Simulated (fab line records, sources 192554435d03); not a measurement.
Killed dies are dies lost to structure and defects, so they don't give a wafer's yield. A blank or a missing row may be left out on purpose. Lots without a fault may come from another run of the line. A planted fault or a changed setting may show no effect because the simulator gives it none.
Matching of chambers	flow n5_finfet	4 sister chambers for N5_BEOL_M12_ETCH_67 on rie_diel-06
The step etches SiARC in CF4, target depth 143 nm, time 238.3 s. 4 wafers are shown with their chamber, then 12 later ones without.

WAFERS PAIRED WITH THEIR CHAMBERS
wafer	chamber	drypump_motor_current_A (A)
L091.1	2	5.1
L093.1	3	5.8
L093.2	1	6.0
L093.3	0	6.2

WAFERS WHOSE CHAMBER IS MISSING
wafer	drypump_motor_current_A (A)
L093.4	5.2
L093.5	6.1
L093.6	6.1
L092.2	5.8
L092.3	5.1
L092.4	6.2
L097.1	6.1
L097.2	5.1
L097.3	6.2
L097.4	5.8
L097.5	5.8
L097.6	6.1

EACH ONE'S CHAMBER
wafer	from the rows above	in truth
L093.4	2	2
L093.5	can't be placed: 1 or 0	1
L093.6	can't be placed: 1 or 0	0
L092.2	3	3
L092.3	2	2
L092.4	0	0
L097.1	can't be placed: 1 or 0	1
L097.2	2	2
L097.3	0	0
L097.4	3	3
L097.5	3	3
L097.6	can't be placed: 1 or 0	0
Correct placement for 8 of the 12. From these rows, 4 cannot be placed; in 4 the true chamber is one of the candidates. Wrongly placed: 0.
How it was worked out, from the rows above alone: a wafer's distance from a chamber is the root of the sum, over the readings, of the square of ((its reading less the chamber's mean) divided by the reading's scatter). The wafer belongs to the nearest chamber; if the next one is less than 2 further off, it can't be placed. A chamber's mean is the mean of its shown wafers. The scatter: with one shown wafer a chamber, the root of the mean of the squares of how far each hidden wafer lies from its nearest shown one.
